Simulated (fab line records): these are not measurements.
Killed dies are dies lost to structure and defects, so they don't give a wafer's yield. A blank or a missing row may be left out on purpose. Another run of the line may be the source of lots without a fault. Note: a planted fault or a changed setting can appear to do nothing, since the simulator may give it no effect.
Lot-split experiment -- flow n5_finfet -- route with 1938 steps; 7 lots, 39 wafers read

## ON THE SPLIT
At N5_MOL_CONTACT_COAG_ALD_131 (deposits SiO2, target thk 5 nm, pulse time 1 s, co reactant pulse time 1 s), the setting ald_cycles was moved away from the recipe's 35 on 15 of the 39 wafers read, by +25.7% to +54.3%. For the rest of the wafers, this setting stayed at what the recipe calls for.

The split's own step is where the reading is taken.

## THE READING
SiO2_of_MOL_CONTACT_COAG_ALD_131.thk_nm (the simulator's own value, which no gauge read), in nm, at N5_MOL_CONTACT_COAG_ALD_131 (deposits SiO2, target thk 5 nm, pulse time 1 s, co reactant pulse time 1 s). There is no usual value for it anywhere in the file.

wafer,"tool, chamber at the split",ald_cycles as run,against the recipe,"SiO2_of_MOL_CONTACT_COAG_ALD_131.thk_nm, nm",against lot-mates on the recipe
L079.1,"ald_sin-02, 1,2",44,+25.7%,6.4,+1.4
L079.2,"ald_sin-02, 1,2",44,+25.7%,6.4,+1.4
L079.3,"ald_sin-02, 0,3,1",35,recipe,5,-
L079.4,"ald_sin-02, 0,3,1",35,recipe,5,-
L079.6,"ald_sin-02, 0,3,1",35,recipe,5,-
L079.5,"ald_sin-02, 0",44,+25.7%,6.2,+1.2
L081.1,"ald_sin-03, 3,0,2",51,+45.7%,7.2,+2.2
L081.3,"ald_sin-03, 3,0,2",51,+45.7%,7.2,+2.2
L081.6,"ald_sin-03, 3,0,2",51,+45.7%,7.2,+2.2
L081.2,"ald_sin-03, 1,2,3",35,recipe,5,-
L081.4,"ald_sin-03, 1,2,3",35,recipe,5,-
L081.5,"ald_sin-03, 1,2,3",35,recipe,5,-
L085.1,"ald_sin-04, 1,2,0",35,recipe,5,-
L085.4,"ald_sin-04, 1,2,0",35,recipe,5,-
L085.6,"ald_sin-04, 1,2,0",35,recipe,5,-
L085.2,"ald_sin-04, 2,0",54,+54.3%,7.8,+2.8
L085.3,"ald_sin-04, 2,0",54,+54.3%,7.8,+2.8
L085.5,"ald_sin-04, 1",54,+54.3%,7.6,+2.6
L086.1,"ald_sin-03, 1,0,2",44,+25.7%,6.2,+1.2
L086.3,"ald_sin-03, 1,0,2",44,+25.7%,6.2,+1.2
L086.4,"ald_sin-03, 1,0,2",44,+25.7%,6.2,+1.2
L086.2,"ald_sin-03, 3,3,0",35,recipe,5,-
L086.5,"ald_sin-03, 3,3,0",35,recipe,5,-
L086.6,"ald_sin-03, 3,3,0",35,recipe,5,-
L087.1,"ald_sin-04, 2,1,3",35,recipe,5,-
L087.3,"ald_sin-04, 2,1,3",35,recipe,5,-
L087.5,"ald_sin-04, 2,1,3",35,recipe,5,-
L087.2,"ald_sin-04, 3,0,0",49,+40.0%,7,+2.0
L087.4,"ald_sin-04, 3,0,0",49,+40.0%,7,+2.0
L087.6,"ald_sin-04, 3,0,0",49,+40.0%,7,+2.0
L091.1,"ald_sin-04, 2,3,1,1,3,2",35,recipe,5,-
L091.2,"ald_sin-04, 2,3,1,1,3,2",35,recipe,5,-
L091.3,"ald_sin-04, 2,3,1,1,3,2",35,recipe,5,-
L091.4,"ald_sin-04, 2,3,1,1,3,2",35,recipe,5,-
L091.5,"ald_sin-04, 2,3,1,1,3,2",35,recipe,5,-
L091.6,"ald_sin-04, 2,3,1,1,3,2",35,recipe,5,-
L094.1,"ald_sin-02, 0,3,1",35,recipe,5,-
L094.3,"ald_sin-02, 0,3,1",35,recipe,5,-
L094.4,"ald_sin-02, 0,3,1",35,recipe,5,-
Where a row lists several chambers, the file gives one row for several wafers and doesn't say which wafer went through which chamber.

FIT RESULTS
A straight line over all 39 wafers: SiO2_of_MOL_CONTACT_COAG_ALD_131.thk_nm changes by +0.0495 nm for each +1% of ald_cycles; r = +1.00; the points scatter about the line by 0.052 nm.
The same after taking each lot's own level away (the mean of its wafers on the recipe; 39 wafers): +0.0495 nm for each +1%; r = +1.00; scatter 0.052 nm.
On that fit, the largest move of ald_cycles shifts the reading by 2.7 nm.
The lots' own levels span 5.00 to 5.00 nm.
Consequently the slope shifts little with the lot-to-lot level, the two slopes agreeing.
Check: +2.67 nm against its lot-mates is what the line predicts for one of the wafers moved furthest among these (+54.3%) when that wafer is left out of the fit. Against them it came out at +2.8 nm.

## OTHER SPLITS APPLIED TO THESE WAFERS
These wafers also went through other splits before the reading. Each is held against what the fit with the lots' levels taken away leaves over:
other split on the same wafers,wafers away from the commonest value,r with SiO2_of_MOL_CONTACT_COAG_ALD_131.thk_nm (lot level and that fit taken away)
N5_ZERO_LAYER_DEVELOP_10 develop_time_s,15,+0.20
N5_FIN_SAQP_ETCH_65 time_s,15,+0.10
N5_SD_EPI_P_EPI_21 time_s,12,-0.06
N5_MOL_CONTACT_COAG_PRECLEAN_111 time_s,15,+0.25

## FILE'S OWN FIT
SiO2_of_MOL_CONTACT_COAG_ALD_131.thk_nm changes by +0.0495 nm for each +1% of ald_cycles, r = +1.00.
